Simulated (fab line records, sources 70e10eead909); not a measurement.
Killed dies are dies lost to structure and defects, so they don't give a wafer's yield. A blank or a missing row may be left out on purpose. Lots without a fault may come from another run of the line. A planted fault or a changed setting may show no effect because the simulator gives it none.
Which tool did it? | flow nand_harc | 15 lots, 43 wafers sampled, at 4 steps of a route of 1159

WHAT THE GAUGES READ, wafer by wafer
NHARC_A_ONON_D1_THK_MEAS_11: measures by ellipsometry. Usual: thk_nm 1002 nm, standard deviation 8.2.
lot  | measured     | on            | thk_nm (nm)    | flag
L268 | day 8 06:04  | film_metro-01 | 1007 1007 1008 |
L267 | day 8 06:03  | film_metro-02 | 995 995 995    |
L270 | day 8 15:50  | film_metro-02 | 995 995 996    |
L269 | day 8 15:58  | film_metro-02 | 1001 999 999   |
L271 | day 8 21:09  | film_metro-02 | 1008 1009 1008 |
L273 | day 9 06:47  | film_metro-01 | 999 999 999    |
L275 | day 9 16:15  | film_metro-02 | 1003 1003 1002 |
L274 | day 9 21:06  | film_metro-02 | 1018 1016 1016 |
L278 | day 10 21:04 | film_metro-02 | 991 990 990    |
L281 | day 11 13:41 | film_metro-02 | 985 666        | OFF
L283 | day 11 17:18 | film_metro-02 | 994 673 673    | OFF
L285 | day 12 00:46 | film_metro-01 | 1003 1003 1004 |
L284 | day 12 00:52 | film_metro-02 | 1010 691       | OFF
L288 | day 12 18:25 | film_metro-01 | 1021 1021 1023 |
L289 | day 13 10:58 | film_metro-01 | 1003 1004 1002 |

NHARC_END_SORT_01. Usual: killed_at_array 24, standard deviation 7.4; killed_at_other 0.5, standard deviation 0.81; killed_at_periphery 3.4, standard deviation 2.3; killed_dies 28, standard deviation 8; killed_open 3.4, standard deviation 1.8; killed_short 2.0, standard deviation 1.4.
lot  | measured     | on        | killed_at_array | killed_at_other | killed_at_periphery | killed_dies | killed_open | killed_short | flag
L281 | day 23 18:50 | prober-01 | 16 674          | 0 0             | 3 3                 | 19 677      | 2 5         | 2 3          | OFF
L283 | day 23 10:17 | prober-01 | 30 674 675      | 2 1 0           | 5 2 2               | 37 677 677  | 5 3 1       | 5 1 1        | OFF
L284 | day 24 03:47 | prober-02 | 15 671          | 1 0             | 6 6                 | 22 677      | 2 3         | 2 1          | OFF

WHICH TOOL RAN EACH LOT (tool, then ch and the chambers of the sampled wafers, then the start)
lot  | NHARC_P_BONDPAD_PVD_17                  | NHARC_A_ONON_D1_DEP_09
L268 | pvd_sputter-01, day 8 05:37 or earlier  | pecvd_onon-03 ch 0, day 8 05:37
L267 | pvd_sputter-01, day 8 05:40 or earlier  | pecvd_onon-02 ch 0, day 8 05:40
L270 | pvd_sputter-03, day 8 15:26 or earlier  | pecvd_onon-04 ch 0, day 8 15:26
L269 | pvd_sputter-02, day 8 15:34 or earlier  | pecvd_onon-03 ch 0, day 8 15:34
L271 | pvd_sputter-02, day 8 20:42 or earlier  | pecvd_onon-02 ch 0, day 8 20:42
L273 | pvd_sputter-01, day 9 06:16 or earlier  | pecvd_onon-02 ch 0, day 9 06:16
L275 | pvd_sputter-03, day 9 15:47 or earlier  | pecvd_onon-04 ch 0, day 9 15:47
L274 | pvd_sputter-03, day 9 20:38 or earlier  | pecvd_onon-04 ch 0, day 9 20:38
L278 | pvd_sputter-02, day 10 20:37 or earlier | pecvd_onon-02 ch 0, day 10 20:37
L281 | pvd_sputter-01, day 11 13:14 or earlier | pecvd_onon-04 ch 0, day 11 13:14
L283 | pvd_sputter-01, day 11 16:48 or earlier | pecvd_onon-04 ch 0, day 11 16:48
L285 | pvd_sputter-01, day 12 00:18 or earlier | pecvd_onon-02 ch 0, day 12 00:18
L284 | pvd_sputter-03, day 12 00:21 or earlier | pecvd_onon-04 ch 0, day 12 00:21
L288 | pvd_sputter-02, day 12 17:54 or earlier | pecvd_onon-02 ch 0, day 12 17:54
L289 | pvd_sputter-03, day 13 10:30 or earlier | pecvd_onon-03 ch 0, day 13 10:30
- NHARC_P_BONDPAD_PVD_17: deposits TaN, target thk 5 nm, time 8.06 s.
- NHARC_A_ONON_D1_DEP_09: target thk 1000 nm.

WHAT THE TOOLS THEMSELVES READ (means of the sampled wafers that have a number; where no wafer has one, the mark that the record gives instead)
NHARC_P_BONDPAD_PVD_17. Usual: chamber_pressure_pa 0.11998 Pa, standard deviation 0.00025; throttle_valve_pct 30.0 %, standard deviation 0.9.
lot  | tool           | chamber_pressure_pa (Pa) | throttle_valve_pct (%) | flag
L268 | pvd_sputter-01 | 0.11974                  | 30.0                   |
L267 | pvd_sputter-01 | 0.11978                  | 28.8                   |
L270 | pvd_sputter-03 | 0.11989                  | 29.7                   |
L269 | pvd_sputter-02 | 0.12021                  | 30.6                   |
L271 | pvd_sputter-02 | 0.11981                  | 30.2                   |
L273 | pvd_sputter-01 | 0.11979                  | 30.1                   |
L275 | pvd_sputter-03 | 0.12006                  | 29.9                   |
L274 | pvd_sputter-03 | 0.11999                  | 30.4                   |
L278 | pvd_sputter-02 | 0.12031                  | 31.4                   |
L281 | pvd_sputter-01 | 0.12006                  | 30.9                   |
L283 | pvd_sputter-01 | 0.12010                  | 29.8                   |
L285 | pvd_sputter-01 | 0.11997                  | 30.2                   |
L284 | pvd_sputter-03 | 0.11992                  | 30.2                   |
L288 | pvd_sputter-02 | 0.11992                  | 30.6                   |
L289 | pvd_sputter-03 | 0.11987                  | 29.9                   |

THE ANSWER, worked out from the rows above alone
Rule: a lot is off if the mean of its wafers that have a number lies more than 3 standard deviations from the usual mean. A lot without any number at a reading at which 4 lots or more have one is off too. The other lots that the step has rows for count as sound. The gauges are gone through in route order, then the tools' own readings, and for those a lot's mean is taken as printed above. The first step at which some lot is off is used, and at that step the reading that is off furthest; a lot without a number counts as furthest.
Off: L281, L283, L284, at NHARC_A_ONON_D1_THK_MEAS_11 (thk_nm).
A tool fits if, at a process step before that reading, it ran every lot that is off, and no sound lot after the first of them. The gauges at NHARC_A_ONON_D1_THK_MEAS_11 aren't tried: what is off there is off at NHARC_END_SORT_01 too, on other tools, and a gauge's error can't cause that. NHARC_P_BONDPAD_PVD_17 gives no start for some lots, so the hours and the order of its lots are those of NHARC_A_ONON_D1_DEP_09. One fits: pecvd_onon-04 at NHARC_A_ONON_D1_DEP_09. Its last sound lot is L274 (day 9 20:38), its first lot that is off L281 (day 11 13:14): a fault that began between those two fits.

WHAT THE SIMULATOR HAD PUT IN
Process parameter drift: pecvd_onon-04, from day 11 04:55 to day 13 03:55, at NHARC_A_ONON_D1_DEP_09. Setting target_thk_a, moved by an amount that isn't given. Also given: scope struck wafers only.
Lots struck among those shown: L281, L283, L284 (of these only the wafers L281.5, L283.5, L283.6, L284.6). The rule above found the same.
